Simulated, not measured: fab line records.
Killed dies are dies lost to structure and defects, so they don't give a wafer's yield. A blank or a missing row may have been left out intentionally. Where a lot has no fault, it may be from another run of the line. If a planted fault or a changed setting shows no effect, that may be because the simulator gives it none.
Chamber matching    flow n5-finfet    3 sister chambers for N5_BEOL_M0_SAQP_PECVD_03 on pecvd-01
The step deposits SiCN from 3MS/NH3, target thk 12 nm, time 21.1 s. 6 wafers are shown with their chamber, then 8 later ones without.

== WAFERS WITH THEIR CHAMBER ==
wafer   chamber  throttle-valve-pct (%)  showerhead-plenum-p-Torr (Torr)
L083.2  1        8.1                     3.682
L083.6  1        8.7                     3.676
L086.2  2        8.8                     3.659
L086.3  0        9.9                     3.654
L086.4  2        8.5                     3.670
L087.1  0        9.7                     3.656

== WAFERS WITH NO CHAMBER GIVEN ==
wafer   throttle-valve-pct (%)  showerhead-plenum-p-Torr (Torr)
L087.2  8.3                     3.664
L087.6  8.5                     3.674
L088.2  8.5                     3.669
L088.5  9.6                     3.652
L088.6  8.4                     3.678
L097.4  8.7                     3.660
L097.5  8.4                     3.676
L097.6  9.7                     3.646

== WHICH CHAMBER EACH WENT THROUGH ==
wafer   from the rows above      in truth
L087.2  can't be placed: 2 or 1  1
L087.6  can't be placed: 1 or 2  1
L088.2  can't be placed: 2 or 1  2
L088.5  0                        0
L088.6  1                        1
L097.4  2                        2
L097.5  can't be placed: 1 or 2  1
L097.6  0                        0
Correct placement for 4 of the 8. From these rows, 4 cannot be placed; in 4 the true chamber is one of the candidates. Number placed wrongly: 0.
How it was worked out, from the rows above alone: a wafer's distance from a chamber is the root of the sum, over the readings, of the square of ((its reading less the chamber's mean) divided by the reading's scatter). If the next closest chamber is less than 2 further off than the closest, the wafer can't be placed; otherwise it belongs to the closest. Each chamber's mean is taken over the wafers shown for it. The scatter: the root of (the sum of the squares of (reading less its chamber's mean) over the shown wafers, divided by (wafers less chambers)).
